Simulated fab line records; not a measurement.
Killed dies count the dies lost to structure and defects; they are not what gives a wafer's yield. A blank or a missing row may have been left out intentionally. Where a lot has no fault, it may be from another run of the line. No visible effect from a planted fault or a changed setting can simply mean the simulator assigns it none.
fab line records + flow n5Finfet
record
- lots=6
- wafers=18
- lastDay=19
route steps=1938 shown SD_EPI_P@328 SD_ACTIVATION@330 ILD0@335 BEOL_M4@1111 PASSIVATION@1936
lots that met no fault: from a run of the same line without faults
startH: hours from the record's first day to the start of the lot's first wafer shown + waitH: hours elapsed since this lot's preceding step + " same as the row above + L1.1+2: several wafers, shown together as one row + - either no value or no given start + * or withheld: withheld + < > ~ a bound
route shown NAME@n: a module of which the file shows steps, and the number in the route of the first + usual: mean and standard deviation over wafers with no fault + same: alike in all rows + chamber/n: place in a boat + sites: readings site by site + _std_site: standard deviation across them + _edge_site: outer sites' mean less inner sites' + radiusMm: for every site, how far away it sits from the centre of the wafer + mask NAME#n: copy n + behind: tool/chamber where the wafer was last shaped + hold: why the lot went on hold/how many hours it stayed there/how the hold came to an end + device: the n, p or np transistor that did not switch + end of line: at the end of the route, the tests of the same wafers + for a step that has no rows: nothing shown but its recipe + killed: dies lost to structure and defects at the first sort, not the wafer's yield + map: shows each die of a wafer: x if killed, . if not, _ if none is there
set.NAME: the setting the step ran with; set.NAME@STEP: the setting that earlier step ran with + model.NAME: the simulator's own value behind a step, which no gauge read
lots at selected steps of the route; one table per step, one row per wafer
services: from which hour (startH, from the record's first day; less than 0 if before it) a tool's chamber was out of use, for how many hours, and why
## steps
# step N5_SD_EPI_P_SRD_25
# recipe
- timeS=30
- tempC=23
- rinseLiquid=diw
- dry=ipaMarangoni
# step N5_SD_EPI_P_INSPECT_26
# recipe
- inspectInstrument=darkfield
- mode=postEpi
# usual
- rawDefectCount=182/35
| lot.wafer | tool             | chamber | startH | waitH | rawDefectCount |
|-----------|------------------|---------|--------|-------|----------------|
| L382.3    | defectInspect-02 | -       | 71.09  | 0.0   | 213            |
| L382.4    | "                | -       | "      | "     | 191            |
| L382.5    | "                | -       | "      | "     | 160            |
| L386.2    | defectInspect-02 | -       | 94.29  | 0.2   | 164            |
| L386.3    | "                | -       | "      | "     | 220            |
| L386.4    | "                | -       | "      | "     | 135            |
| L387.3    | defectInspect-01 | -       | 98.78  | 0.0   | 216            |
| L387.4    | "                | -       | "      | "     | 214            |
| L387.6    | "                | -       | "      | "     | 201            |
| L389.4    | defectInspect-01 | -       | 112.31 | 0.0   | 259            |
| L389.5    | "                | -       | "      | "     | 223            |
| L389.6    | "                | -       | "      | "     | 255            |
| L401.2    | defectInspect-02 | -       | 181.88 | 0.0   | 155            |
| L401.3    | "                | -       | "      | "     | 172            |
| L401.5    | "                | -       | "      | "     | 122            |
| L403.2    | defectInspect-02 | -       | 199.67 | 0.0   | 132            |
| L403.4    | "                | -       | "      | "     | 214            |
| L403.5    | "                | -       | "      | "     | 193            |
# step N5_SD_ACTIVATION_RTA_00
# recipe
- tempC=975
- timeS=0
- ambient=N2
- idleTempC=600
- rampUpCPerS=150
- rampDownCPerS=60
- coolToC=600
# usual
- lampPowerPct=8.97/0.054
- wafer_temp_C_max=975.1/2.1
| lot.wafer | tool         | chamber | startH | waitH | lampPowerPct | wafer_temp_C_max |
|-----------|--------------|---------|--------|-------|--------------|------------------|
| L382.3    | rtpAnneal-01 | 0       | 71.18  | 0.1   | 9.01         | 974.8            |
| L382.4    | "            | 0       | "      | "     | 8.99         | 974.9            |
| L382.5    | "            | 0       | "      | "     | 8.94         | 972.9            |
| L386.2    | rtpAnneal-02 | 0       | 94.39  | 0.1   | 8.91         | 978.1            |
| L386.3    | "            | 0       | "      | "     | 8.91         | 976.2            |
| L386.4    | "            | 0       | "      | "     | 8.95         | 977.7            |
| L387.3    | rtpAnneal-01 | 0       | 98.87  | 0.1   | 9.04         | 973.3            |
| L387.4    | "            | 0       | "      | "     | 9.10         | 974.7            |
| L387.6    | "            | 0       | "      | "     | 9.07         | 972.1            |
| L389.4    | rtpAnneal-01 | 0       | 112.43 | 0.1   | 8.90         | 977.7            |
| L389.5    | "            | 0       | "      | "     | 8.87         | 974.8            |
| L389.6    | "            | 0       | "      | "     | 9.03         | 977.3            |
| L401.2    | rtpAnneal-01 | 0       | 182.08 | 0.2   | 8.94         | 976.0            |
| L401.3    | "            | 0       | "      | "     | 8.93         | 977.0            |
| L401.5    | "            | 0       | "      | "     | 8.98         | 973.1            |
| L403.2    | rtpAnneal-01 | 0       | 199.73 | 0.1   | 8.92         | 974.9            |
| L403.4    | "            | 0       | "      | "     | 8.98         | 977.6            |
| L403.5    | "            | 0       | "      | "     | 8.94         | 972.9            |
# step N5_SD_ACTIVATION_LSA_01
# recipe
- tempC=1080
- timeS=0.0008
- ambient=N2
# usual
- wafer_temp_C_max=1085.7/0.96
| lot.wafer | tool           | chamber | startH | waitH | wafer_temp_C_max |
|-----------|----------------|---------|--------|-------|------------------|
| L382.3    | laserAnneal-01 | 0       | 71.38  | 0.2   | 1087.2           |
| L382.4    | "              | 0       | "      | "     | 1083.9           |
| L382.5    | "              | 0       | "      | "     | 1085.7           |
| L386.2    | laserAnneal-01 | 0       | 94.59  | 0.2   | 1085.6           |
| L386.3    | "              | 0       | "      | "     | 1085.4           |
| L386.4    | "              | 0       | "      | "     | 1084.9           |
| L387.3    | laserAnneal-01 | 0       | 99.07  | 0.2   | 1086.3           |
| L387.4    | "              | 0       | "      | "     | 1086.3           |
| L387.6    | "              | 0       | "      | "     | 1085.1           |
| L389.4    | laserAnneal-01 | 0       | 112.63 | 0.2   | 1085.2           |
| L389.5    | "              | 0       | "      | "     | 1086.0           |
| L389.6    | "              | 0       | "      | "     | 1085.1           |
| L401.2    | laserAnneal-01 | 0       | 182.28 | 0.2   | 1085.8           |
| L401.3    | "              | 0       | "      | "     | 1084.5           |
| L401.5    | "              | 0       | "      | "     | 1085.6           |
| L403.2    | laserAnneal-01 | 0       | 199.93 | 0.2   | 1085.7           |
| L403.4    | "              | 0       | "      | "     | 1085.9           |
| L403.5    | "              | 0       | "      | "     | 1086.8           |
# step N5_SD_ACTIVATION_RS_MEAS_03
# recipe
- thkMeasGauge=four-point-probe
# usual
- RS_SD_N=21.90/0.28
- RS_SD_P=55.8/0.75
| lot.wafer | tool         | chamber | startH | waitH | RS_SD_N[ohm/sq] | RS_SD_P[ohm/sq] |
|-----------|--------------|---------|--------|-------|-----------------|-----------------|
| L382.3    | filmMetro-01 | -       | 71.56  | 0.2   | 22.06           | 55.0            |
| L382.4    | "            | -       | "      | "     | 21.85           | 57.0            |
| L382.5    | "            | -       | "      | "     | 21.97           | 55.7            |
| L386.2    | filmMetro-02 | -       | 94.79  | 0.2   | 21.94           | 56.1            |
| L386.3    | "            | -       | "      | "     | 21.57           | 56.5            |
| L386.4    | "            | -       | "      | "     | 21.67           | 56.5            |
| L387.3    | filmMetro-02 | -       | 99.25  | 0.2   | 22.10           | 56.3            |
| L387.4    | "            | -       | "      | "     | 21.87           | 56.5            |
| L387.6    | "            | -       | "      | "     | 22.00           | 57.0            |
| L389.4    | filmMetro-02 | -       | 112.82 | 0.2   | 21.50           | 55.4            |
| L389.5    | "            | -       | "      | "     | 21.87           | 55.3            |
| L389.6    | "            | -       | "      | "     | 22.00           | 55.8            |
| L401.2    | filmMetro-02 | -       | 182.47 | 0.2   | 21.77           | 55.3            |
| L401.3    | "            | -       | "      | "     | 22.01           | 56.0            |
| L401.5    | "            | -       | "      | "     | 22.19           | 55.2            |
| L403.2    | filmMetro-02 | -       | 200.12 | 0.2   | 22.16           | 55.3            |
| L403.4    | "            | -       | "      | "     | 22.20           | 54.9            |
| L403.5    | "            | -       | "      | "     | 22.46           | 55.7            |
# step N5_SD_ACTIVATION_INSPECT_02
# recipe
- inspectInstrument=darkfield
- mode=postAnneal
# usual
- rawDefectCount=183/34
| lot.wafer | tool             | chamber | startH | waitH | rawDefectCount |
|-----------|------------------|---------|--------|-------|----------------|
| L382.3    | defectInspect-02 | -       | 71.85  | 0.1   | 244            |
| L382.4    | "                | -       | "      | "     | 164            |
| L382.5    | "                | -       | "      | "     | 162            |
| L386.2    | defectInspect-02 | -       | 95.09  | 0.1   | 168            |
| L386.3    | "                | -       | "      | "     | 215            |
| L386.4    | "                | -       | "      | "     | 144            |
| L387.3    | defectInspect-01 | -       | 99.54  | 0.1   | 214            |
| L387.4    | "                | -       | "      | "     | 212            |
| L387.6    | "                | -       | "      | "     | 195            |
| L389.4    | defectInspect-01 | -       | 113.08 | 0.1   | 242            |
| L389.5    | "                | -       | "      | "     | 240            |
| L389.6    | "                | -       | "      | "     | 246            |
| L401.2    | defectInspect-02 | -       | 182.78 | 0.1   | 150            |
| L401.3    | "                | -       | "      | "     | 160            |
| L401.5    | "                | -       | "      | "     | 124            |
| L403.2    | defectInspect-01 | -       | 200.42 | 0.1   | 150            |
| L403.4    | "                | -       | "      | "     | 221            |
| L403.5    | "                | -       | "      | "     | 193            |
# step N5_ILD0_LINER_00
# recipe
- material=SiNx
- targetThkA=40
- tempC=400
- aldPrecursorFamily=SiH2I2
- aldCoReactant=N2/H2-plasma
- pulseTimeS=1
- purgeTimeS=2
- coReactantPurgeTimeS=2
- aldCycles=80
- pressureTorr=2
# usual
- heaterPowerW=850/66
- precursorPulseHeightRel=0.999/0.02
# same
- purgeTimeS=2
| lot.wafer | tool      | chamber | startH | waitH | heaterPowerW | precursorPulseHeightRel |
|-----------|-----------|---------|--------|-------|--------------|-------------------------|
| L382.3    | aldSin-02 | 2       | 72.43  | 0.6   | 959          | 1.002                   |
| L382.4    | "         | 1       | "      | "     | 925          | 1.028                   |
| L382.5    | "         | 3       | "      | "     | 914          | 0.985                   |
| L386.2    | aldSin-03 | 1       | 95.97  | 0.9   | 858          | 0.986                   |
| L386.3    | "         | 2       | "      | "     | 755          | 1.014                   |
| L386.4    | "         | 0       | "      | "     | 788          | 1.019                   |
| L387.3    | aldSin-01 | 3       | 99.60  | 0.1   | 876          | 0.958                   |
| L387.4    | "         | 1       | "      | "     | 813          | 1.002                   |
| L387.6    | "         | 2       | "      | "     | 829          | 0.980                   |
| L389.4    | aldSin-03 | 1       | 113.11 | 0.0   | 875          | 1.004                   |
| L389.5    | "         | 0       | "      | "     | 788          | 0.956                   |
| L389.6    | "         | 1       | "      | "     | 864          | 1.016                   |
| L401.2    | aldSin-01 | 3       | 182.81 | 0.0   | 857          | 1.017                   |
| L401.3    | "         | 3       | "      | "     | 876          | 1.002                   |
| L401.5    | "         | 3       | "      | "     | 882          | 1.010                   |
| L403.2    | aldSin-02 | 1       | 200.46 | 0.0   | 915          | 1.018                   |
| L403.4    | "         | 3       | "      | "     | 1008         | 0.989                   |
| L403.5    | "         | 2       | "      | "     | 922          | 1.021                   |
# step N5_ILD0_FCVD_FILL_01
# recipe
- material=SiO2_flowable
- targetThkA=2000
- tempC=100
- pressureTorr=0.8
- rfW=2000
- timeS=328.3
# step N5_ILD0_CURE_02
# recipe
- tempC=450
- timeS=1800
- ambient=steam
- idleTempC=400
- rampUpCPerMin=5
- rampDownCPerMin=3
- densificationPH2oTorr=640
# step N5_ILD0_CMP_03
# recipe
- stopOn=SiNx
- tOverpolishS=1.9
- postCmpClean=alkalineBrush
- downForcePsi=4.1491
- platenRpm=51.796
- padVelocityMS=1.0306
- targetThkNm=197.38
# usual
- headPressurePsi=4.149/0.0095
- motorCurrentA=12.5/1.2
- overpolishRunS=1.900/0.0091
- timeToEndpointS=71/3.7
| lot.wafer | tool   | chamber | startH | waitH | headPressurePsi | motorCurrentA | overpolishRunS | timeToEndpointS |
|-----------|--------|---------|--------|-------|-----------------|---------------|----------------|-----------------|
| L382.3    | cmp-04 | 0       | 74.80  | 0.0   | 4.151           | 12.0          | 1.893          | 77              |
| L382.4    | "      | 2       | "      | "     | 4.139           | 12.6          | 1.900          | 72              |
| L382.5    | "      | 0       | "      | "     | 4.144           | 12.4          | 1.888          | 75              |
| L386.4    | cmp-04 | 1       | 98.34  | 0.0   | 4.155           | 12.1          | 1.906          | 71              |
| L386.2    | "      | 3       | "      | "     | 4.147           | 13.6          | 1.905          | 73              |
| L386.3    | "      | 0       | "      | "     | 4.155           | 12.2          | 1.890          | 74              |
| L387.4    | cmp-03 | 3       | 105.52 | 0.1   | 4.168           | 11.8          | 1.912          | 69              |
| L387.3    | "      | 0       | "      | "     | 4.140           | 14.9          | 1.910          | 76              |
| L387.6    | "      | 3       | "      | "     | 4.149           | 12.9          | 1.895          | 71              |
| L389.4    | cmp-03 | 1       | 115.56 | 0.1   | 4.143           | 10.4          | 1.918          | 76              |
| L389.5    | "      | 3       | "      | "     | 4.142           | 13.2          | 1.898          | 70              |
| L389.6    | "      | 0       | "      | "     | 4.152           | 14.1          | 1.899          | 74              |
| L401.2    | cmp-04 | 1       | 185.37 | 0.0   | 4.142           | 11.8          | 1.915          | 64              |
| L401.3    | "      | 2       | "      | "     | 4.155           | 12.2          | 1.902          | 68              |
| L401.5    | "      | 2       | "      | "     | 4.147           | 12.8          | 1.903          | 62              |
| L403.4    | cmp-03 | 0       | 202.84 | 0.0   | 4.153           | 14.9          | 1.893          | 75              |
| L403.2    | "      | 1       | "      | "     | 4.150           | 10.4          | 1.909          | 76              |
| L403.5    | "      | 0       | "      | "     | 4.161           | 14.7          | 1.897          | 75              |
# step N5_ILD0_THK_MEAS_04
# usual
- thkNm=197.6/0.98
| lot.wafer | tool         | chamber | startH | waitH | thkNm |
|-----------|--------------|---------|--------|-------|-------|
| L382.3    | filmMetro-01 | -       | 75.09  | -     | 199.4 |
| L382.4    | "            | -       | "      | "     | 197.1 |
| L382.5    | "            | -       | "      | "     | 198.3 |
| L386.2    | filmMetro-02 | -       | 98.63  | -     | 196.4 |
| L386.3    | "            | -       | "      | "     | 198.3 |
| L386.4    | "            | -       | "      | "     | 197.3 |
| L387.3    | filmMetro-02 | -       | 105.78 | -     | 196.7 |
| L387.4    | "            | -       | "      | "     | 195.8 |
| L387.6    | "            | -       | "      | "     | 196.6 |
| L389.4    | filmMetro-01 | -       | 115.78 | -     | 196.9 |
| L389.5    | "            | -       | "      | "     | 195.8 |
| L389.6    | "            | -       | "      | "     | 196.3 |
| L401.2    | filmMetro-01 | -       | 185.67 | -     | 197.4 |
| L401.3    | "            | -       | "      | "     | 197.3 |
| L401.5    | "            | -       | "      | "     | 198.2 |
| L403.2    | filmMetro-02 | -       | 203.13 | -     | 199.5 |
| L403.4    | "            | -       | "      | "     | 198.2 |
| L403.5    | "            | -       | "      | "     | 200.1 |
# step N5_ILD0_CMP_07
# recipe
- stopOn=poly-Si
- material=SiO2_flowable
- tOverpolishS=1.18
- postCmpClean=alkalineBrush
- downForcePsi=4.1491
- platenRpm=51.796
- padVelocityMS=1.0306
- targetThkNm=138.88
# usual
- headPressurePsi=4.149/0.0085
- motorCurrentA=12.4/1.2
| lot.wafer | tool   | chamber | startH | waitH | headPressurePsi | motorCurrentA |
|-----------|--------|---------|--------|-------|-----------------|---------------|
| L382.3    | cmp-02 | 3       | 75.12  | 0.0   | 4.163           | 13.6          |
| L382.4    | "      | 1       | "      | "     | 4.143           | 11.2          |
| L382.5    | "      | 3       | "      | "     | 4.149           | 13.4          |
| L386.3    | cmp-03 | 3       | 98.66  | 0.0   | 4.146           | 13.2          |
| L386.2    | "      | 0       | "      | "     | 4.145           | 13.9          |
| L386.4    | "      | 1       | "      | "     | 4.151           | 10.0          |
| L387.4    | cmp-04 | 1       | 105.81 | 0.0   | 4.155           | 12.0          |
| L387.3    | "      | 0       | "      | "     | 3.884           | 12.3          |
| L387.6    | "      | 1       | "      | "     | 4.155           | 12.2          |
| L389.4    | cmp-04 | 1       | 115.88 | 0.1   | 4.165           | 12.6          |
| L389.6    | "      | 3       | "      | "     | 4.166           | 13.3          |
| L389.5    | "      | 0       | "      | "     | 3.881           | 11.9          |
| L401.3    | cmp-03 | 0       | 185.74 | 0.1   | 4.147           | 14.5          |
| L401.2    | "      | 2       | "      | "     | 4.145           | 13.0          |
| L401.5    | "      | 0       | "      | "     | 4.144           | 15.0          |
| L403.2    | cmp-04 | 2       | 203.28 | 0.1   | 4.155           | 12.6          |
| L403.4    | "      | 0       | "      | "     | 4.148           | 12.7          |
| L403.5    | "      | 2       | "      | "     | 4.141           | 12.6          |
# step N5_ILD0_THK_MEAS_08
# usual
- thkNm=139.1/1.1
| lot.wafer | tool         | chamber | startH | waitH | thkNm |
|-----------|--------------|---------|--------|-------|-------|
| L382.3    | filmMetro-02 | -       | 75.42  | -     | 140.6 |
| L382.4    | "            | -       | "      | "     | 140.1 |
| L382.5    | "            | -       | "      | "     | 140.4 |
| L386.2    | filmMetro-01 | -       | 98.96  | -     | 137.8 |
| L386.3    | "            | -       | "      | "     | 137.1 |
| L386.4    | "            | -       | "      | "     | 138.4 |
| L387.3    | filmMetro-01 | -       | 106.10 | -     | 139.4 |
| L387.4    | "            | -       | "      | "     | 138.5 |
| L387.6    | "            | -       | "      | "     | 139.3 |
| L389.4    | filmMetro-01 | -       | 116.10 | -     | 138.6 |
| L389.5    | "            | -       | "      | "     | 139.9 |
| L389.6    | "            | -       | "      | "     | 139.9 |
| L401.2    | filmMetro-01 | -       | 185.99 | -     | 135.9 |
| L401.3    | "            | -       | "      | "     | 136.3 |
| L401.5    | "            | -       | "      | "     | 137.0 |
| L403.2    | filmMetro-01 | -       | 203.57 | -     | 138.4 |
| L403.4    | "            | -       | "      | "     | 139.4 |
| L403.5    | "            | -       | "      | "     | 139.4 |
# step N5_BEOL_M4_RC_MEAS_101
# usual
- DIBL_N=36.0/1.6
- DIBL_P=35.8/2
- IOFF_N=0.152/0.03
- IOFF_P=0.20/0.031
- ION_N=670/12
- ION_P=459/7.4
- SS_N=71.5/0.56
- SS_P=73.2/0.64
- VT_N=251/3.5
- VT_P=-252/3.3
| lot.wafer | tool      | chamber | startH | waitH | DIBL_N[mV/V] | DIBL_P[mV/V] | IOFF_N[nA/um] | IOFF_P[nA/um] | ION_N[uA/um] | ION_P[uA/um] | SS_N[mV/dec] | SS_P[mV/dec] | VT_N[mV] | VT_P[mV] |
|-----------|-----------|---------|--------|-------|--------------|--------------|---------------|---------------|--------------|--------------|--------------|--------------|----------|----------|
| L382.3    | prober-02 | 0       | 206.24 | 0.3   | 36.2         | 35.8         | 0.151         | 0.18          | 681          | 468          | 71.5         | 73.4         | 250      | -251     |
| L382.4    | "         | 0       | "      | "     | 38.0         | 37.8         | 0.177         | 0.21          | 671          | 458          | 71.3         | 73.9         | 249      | -250     |
| L382.5    | "         | 0       | "      | "     | 33.7         | 33.6         | 0.120         | 0.16          | 676          | 465          | 70.2         | 73.0         | 254      | -250     |
| L386.2    | prober-02 | 0       | 239.00 | 0.2   | 36.8         | 36.3         | 0.168         | 0.19          | 676          | 456          | 71.7         | 72.9         | 250      | -253     |
| L386.3    | "         | 0       | "      | "     | 37.7         | 38.8         | 0.193         | 0.23          | 682          | 463          | 72.0         | 74.0         | 248      | -253     |
| L386.4    | "         | 0       | "      | "     | 36.4         | 36.6         | 0.169         | 0.20          | 684          | 463          | 71.2         | 73.4         | 249      | -254     |
| L387.3    | prober-01 | 0       | 241.69 | 0.3   | 38.7         | 37.2         | 0.189         | 0.24          | 674          | 461          | 72.8         | 73.8         | 248      | -248     |
| L387.4    | "         | 0       | "      | "     | 37.1         | 35.6         | 0.155         | 0.22          | 664          | 460          | 71.8         | 73.9         | 253      | -248     |
| L387.6    | "         | 0       | "      | "     | 36.7         | 34.9         | 0.148         | 0.20          | 684          | 465          | 71.5         | 73.1         | 251      | -250     |
| L389.4    | prober-01 | 0       | 247.48 | 0.5   | 33.4         | 34.1         | 0.119         | 0.17          | 666          | 460          | 71.4         | 72.7         | 253      | -252     |
| L389.5    | "         | 0       | "      | "     | 36.4         | 37.2         | 0.165         | 0.24          | 679          | 471          | 71.8         | 74.6         | 249      | -247     |
| L389.6    | "         | 0       | "      | "     | 35.5         | 36.4         | 0.144         | 0.20          | 664          | 458          | 71.2         | 73.3         | 251      | -252     |
| L401.2    | prober-02 | 0       | 316.10 | 0.2   | 34.0         | 34.0         | 0.109         | 0.15          | 661          | 451          | 70.5         | 72.5         | 257      | -254     |
| L401.3    | "         | 0       | "      | "     | 36.6         | 36.9         | 0.150         | 0.18          | 665          | 454          | 70.7         | 73.3         | 252      | -254     |
| L401.5    | "         | 0       | "      | "     | 33.0         | 33.0         | 0.098         | 0.14          | 648          | 449          | 70.2         | 72.2         | 253      | -256     |
| L403.2    | prober-02 | 0       | 347.50 | 0.2   | 35.4         | 35.4         | 0.139         | 0.17          | 673          | 456          | 71.5         | 73.4         | 251      | -254     |
| L403.4    | "         | 0       | "      | "     | 36.3         | 36.9         | 0.164         | 0.20          | 669          | 458          | 72.8         | 73.4         | 249      | -254     |
| L403.5    | "         | 0       | "      | "     | 34.5         | 35.0         | 0.131         | 0.18          | 656          | 457          | 71.9         | 72.6         | 251      | -253     |
# step N5_PASSIVATION_PROBE_49
# usual
- defectLimitedYield=91.6/1.4
- killed_at_M0_to_M3=33/10
- killed_at_M4_up=13/5.3
- killedAtContacts=13/5.9
- killedAtFrontEnd=36/12
- killedAtOther=4/3.1
- killedDies=99/16
- killedOpen=65/13
- killedShort=32/7.3
- sort_bin_5_function=4.9/0.9
- sort_bin_6_memory=3.1/0.66
- sortNPass=1081/17
- sortYieldPct=91.6/1.4
# same
- grossDies=1180
- killedAtBackSide=0
- sort_bin_4_leakage[%]=0
- sort_bin_8_speed[%]=0
| lot.wafer | tool      | chamber | startH | waitH | defectLimitedYield[%] | killed_at_M0_to_M3 | killed_at_M4_up | killedAtContacts | killedAtFrontEnd | killedAtOther | killedDies | killedOpen | killedShort | sort_bin_5_function[%] | sort_bin_6_memory[%] | sortNPass | sortYieldPct[%] |
|-----------|-----------|---------|--------|-------|-----------------------|--------------------|-----------------|------------------|------------------|---------------|------------|------------|-------------|------------------------|----------------------|-----------|-----------------|
| L386.3    | prober-02 | -       | 335.26 | 0.1   | 90.8                  | 42                 | 12              | 14               | 39               | 1             | 108        | 77         | 30          | 5.4                    | 3.7                  | 1072      | 90.8            |
| L389.4    | prober-01 | -       | 350.17 | 0.2   | 89.9                  | 28                 | 12              | 33               | 45               | 1             | 119        | 85         | 34          | 6.2                    | 3.6                  | 1061      | 89.9            |
| L389.5    | prober-01 | -       | 350.22 | 0.2   | 91.6                  | 23                 | 15              | 19               | 39               | 3             | 99         | 64         | 35          | 4.7                    | 3.2                  | 1081      | 91.6            |
| L389.6    | prober-01 | -       | 350.27 | 0.3   | 92.7                  | 28                 | 21              | 10               | 27               | 0             | 86         | 55         | 28          | 4.7                    | 2.3                  | 1094      | 92.7            |
# killed by level:class
L386.3 STI_FIN_REVEAL:geometricParticle:open=13 MOL_CONTACT_COAG:geometricParticle:open=12 BEOL_M2:geometricParticle:open=9 BEOL_M1:geometricParticle:open=8 BEOL_M0_SAQP:geometricParticle:short=8 BEOL_M3:geometricParticle:open=7 FIN_SAQP:geometricParticle:open=6 GATE_CUT:geometricParticle:open=5
L389.4 MOL_CONTACT_COAG:geometricParticle:open=24 STI_FIN_REVEAL:geometricParticle:open=14 MOL_CONTACT_COAG:geometricParticle:short=9 BEOL_M0_SAQP:geometricParticle:open=8 BEOL_M2:geometricParticle:open=8 GATE_CUT:geometricParticle:short=6 BEOL_M4:geometricParticle:open=6 FIN_SAQP:geometricParticle:short=4
L389.5 MOL_CONTACT_COAG:geometricParticle:open=15 FIN_SAQP:geometricParticle:short=11 BEOL_M4:geometricParticle:open=11 STI_FIN_REVEAL:geometricParticle:open=8 BEOL_M0_SAQP:geometricParticle:open=5 BEOL_M3:geometricParticle:open=5 STARTING-WAFER:geometricParticle:open=5 FIN_SAQP:geometricParticle:open=4
L389.6 BEOL_M4:geometricParticle:open=9 MOL_CONTACT_COAG:geometricParticle:open=8 BEOL_M0_SAQP:geometricParticle:short=6 BEOL_M0:geometricParticle:short=6 BEOL_M2:geometricParticle:open=6 STI_FIN_REVEAL:geometricParticle:open=5 BEOL_M0_SAQP:geometricParticle:open=5 FIN_SAQP:geometricParticle:short=4
## services
| tool      | chamber | startH | hours | kind   |
|-----------|---------|--------|-------|--------|
| cmp-02    | -       | 51.20  | 4.0   | pm     |
| cmp-03    | -       | 52.71  | 0.4   | repair |
| aldSin-01 | -       | 54.47  | 0.6   | repair |
| aldSin-03 | -       | 55.42  | 2.8   | pm     |
| cmp-02    | -       | 60.60  | 6.8   | pm     |
| aldSin-03 | -       | 65.73  | 0.5   | repair |
| aldSin-01 | -       | 67.08  | 14.6  | pm     |
| cmp-02    | -       | 68.98  | 0.6   | repair |
| aldSin-01 | 1       | 82.93  | 7.7   | repair |
| cmp-03    | -       | 86.04  | 1.2   | repair |
| cmp-04    | -       | 91.55  | 4.4   | repair |
| aldSin-01 | 3       | 91.63  | 6.6   | repair |
| aldSin-02 | -       | 106.72 | 1.6   | repair |
| cmp-04    | -       | 126.33 | 2.0   | repair |
| cmp-04    | -       | 131.62 | 7.0   | repair |
| cmp-04    | -       | 141.32 | 3.6   | pm     |
| cmp-04    | -       | 148.68 | 4.0   | pm     |
| cmp-04    | -       | 155.04 | 0.3   | repair |
| aldSin-03 | 0       | 163.40 | 1.3   | repair |
| cmp-04    | -       | 168.52 | 5.7   | pm     |
| cmp-04    | -       | 174.28 | 2.0   | repair |
| aldSin-02 | -       | 176.82 | 14.0  | pm     |
| aldSin-02 | 3       | 191.22 | 1.4   | repair |
| aldSin-03 | 1       | 199.95 | 19.4  | repair |
## key
firstSign
- step=N5_ILD0_CMP_07
- reading=headPressurePsi
- direction=down
- sigmas=31
- usual=4.149
- struck=3.883
effect none on later readings
metAt N5_ILD0_CMP_07
struckWafers L387.3,L389.5
fault
- kind=processParameterDrift
- tool=cmp-04
- chamber=0
- onsetH=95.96
- steps=N5_ILD0_CMP_07
- channel=downForcePsi
- offset=-0.26974
- shape=step
- endH=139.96
- actsIn=theseRecipesOnly
- stated=4.1491
